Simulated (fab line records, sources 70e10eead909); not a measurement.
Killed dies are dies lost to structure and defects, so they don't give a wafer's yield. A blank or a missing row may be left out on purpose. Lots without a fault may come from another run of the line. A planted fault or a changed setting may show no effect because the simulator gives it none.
A struck lot beside a sound one | flow nand_harc | 17 steps out of a route of 1159
Sound: wafers L708.1, L708.2, L708.3. Struck: wafers L703.1, L703.2, L703.5. The cause comes at the end.
At each step with rows: each side's tool, then ch and its chambers, then its first start. Under that, the readings that differ: sound wafers | struck wafers | difference of the means | sigmas: that difference in standard deviations of wafers without a fault.
alike: readings whose means differ by less than 2 such deviations, and words and numbers that are the same on both sides. not compared: withheld readings, readings that some wafer has no value for, bounds like >300 that may hide the same value, and numbers for which the record gives no deviation and whose values overlap.
The two part at a step that has a row with sigmas, a row that says differs or no value, or rows on one side only. Numbers that don't overlap but have no deviation are shown without sigmas and don't part them. A reading that every wafer of one side lacks parts them only if that side has two wafers or more.

NHARC_A_BONDPAD_ETCH_34: etches the open film in N2/H2, target depth 60 nm, overetch 18 nm, time 65.91 s.
  sound on rie_diel-09 ch 1,2,3, day 22 15:01; struck on rie_diel-03 ch 2,3, day 20 09:22
  alike: drypump_motor_current_A, oes_product_au, rf_vpp_V, showerhead_plenum_p_Torr, throttle_valve_pct
  not compared: rf_hours_counter_h
then, 1 step without rows for these wafers: NHARC_A_BONDPAD_ETCH_12 (etches the open film in CHF3/O2, target depth 220 nm, time 110 s).
NHARC_A_BONDPAD_CD_MEAS_13:
  sound on cd_sem-03, day 22 15:14; struck on cd_sem-01, day 20 09:36
  alike: cd_nm
then, 3 steps without rows for these wafers: NHARC_A_BONDPAD_STRIP_15 (strips in O2); NHARC_A_BONDPAD_ETCH_24 (etches the open film in CF4/N2, target depth 30 nm, time 72.99 s); NHARC_A_BONDPAD_STRIP_16 (strips in post etch residue remover, time 600 s).
NHARC_A_BONDPAD_DEGAS_25: time 60 s.
  sound on pvd_sputter-02, day 22 15:53; struck on pvd_sputter-01, day 20 10:14
  alike: heater_power_w
NHARC_A_BONDPAD_PRE_CLEAN_26: time 30 s.
  sound on pvd_sputter-02; struck on pvd_sputter-01
  alike: heater_power_w
then, 1 step without rows for these wafers: NHARC_A_BONDPAD_PVD_17 (deposits TaN, target thk 5 nm, time 8.06 s).
NHARC_A_BONDPAD_PVD_27: deposits Cu, target thk 30 nm, time 20.49 s.
  sound on pvd_sputter-02; struck on pvd_sputter-01
  alike: throttle_valve_pct
then, 1 step without rows for these wafers: NHARC_A_BONDPAD_ECD_18 (material Cu, target thk 400 nm).
NHARC_A_BONDPAD_ANNEAL_28: time 90 s.
  sound on rtp_anneal-01 ch 0, day 22 16:37; struck on rtp_anneal-01 ch 0, day 20 10:58
  alike: anneal_temp_c_max, wafer_temp_C_max
NHARC_A_BONDPAD_CMP_19: polishes, t overpolish 30 s, cu recess touch 16 s, target thk 169.8 nm.
  sound on cmp-01 ch 0,1,2, day 22 16:58; struck on cmp-02 ch 2,3, day 20 11:18
  no value came back on the struck wafers for cu_recess_touch_s (s), edge_zone_pressure_frac, motor_current_A (A), overpolish_run_s (s); on the sound wafers cu_recess_touch_s (s) reads 16 16 16
NHARC_A_BONDPAD_THK_MEAS_20: measures by xrf.
  sound on film_metro-02, day 22 17:17; struck on film_metro-02, day 20 11:38
  reading     | sound             | struck            | difference | sigmas
  thk_nm (nm) | 171.1 175.2 171.3 | 396.7 401.7 401.2 | +227.3     | +99 or more
then, 1 step without rows for these wafers: NHARC_A_BONDPAD_SRD_21 (time 30 s, dry time 20 s).
NHARC_A_BONDPAD_INSPECT_23:
  sound on defect_inspect-02, day 22 17:29; struck on defect_inspect-01, day 20 11:51
  reading          | sound       | struck         | difference | sigmas
  raw_defect_count | 370 354 343 | 3303 3191 3209 | +2879      | +26
NHARC_END_SORT_01:
  sound on prober-01 ch 0, day 24 01:30; struck on prober-02 ch 0, day 21 23:14
  reading                  | sound          | struck            | difference | sigmas
  defect_limited_yield (%) | 98.4 96.5 96.5 | 0 0 0             | -97        | -65
  killed_at_array          | 8 22 20        | 672 675 674       | +657       | +69
  killed_dies              | 11 24 24       | 677 677 677       | +657       | +66
  sort_bin_3_pct (%)       | 0 0.15 0.15    | 93.50 95.86 95.27 | +94.78     | +99 or more
  sort_n_pass              | 666 653 653    | 0 0 0             | -657       | -66
  sort_rim_yield_pct (%)   | 99.1 95.3 97.2 | 0 0 0             | -97        | -35
  sort_yield_pct (%)       | 98.4 96.5 96.5 | 0 0 0             | -97        | -65
  alike: killed_at_other, killed_at_periphery, killed_open, killed_short, sort_bin_2_pct, sort_bin_4_pct

WHERE THEY PART
First at NHARC_A_BONDPAD_CMP_19; last, within this record, at NHARC_END_SORT_01.

WHY: what the simulator had put in
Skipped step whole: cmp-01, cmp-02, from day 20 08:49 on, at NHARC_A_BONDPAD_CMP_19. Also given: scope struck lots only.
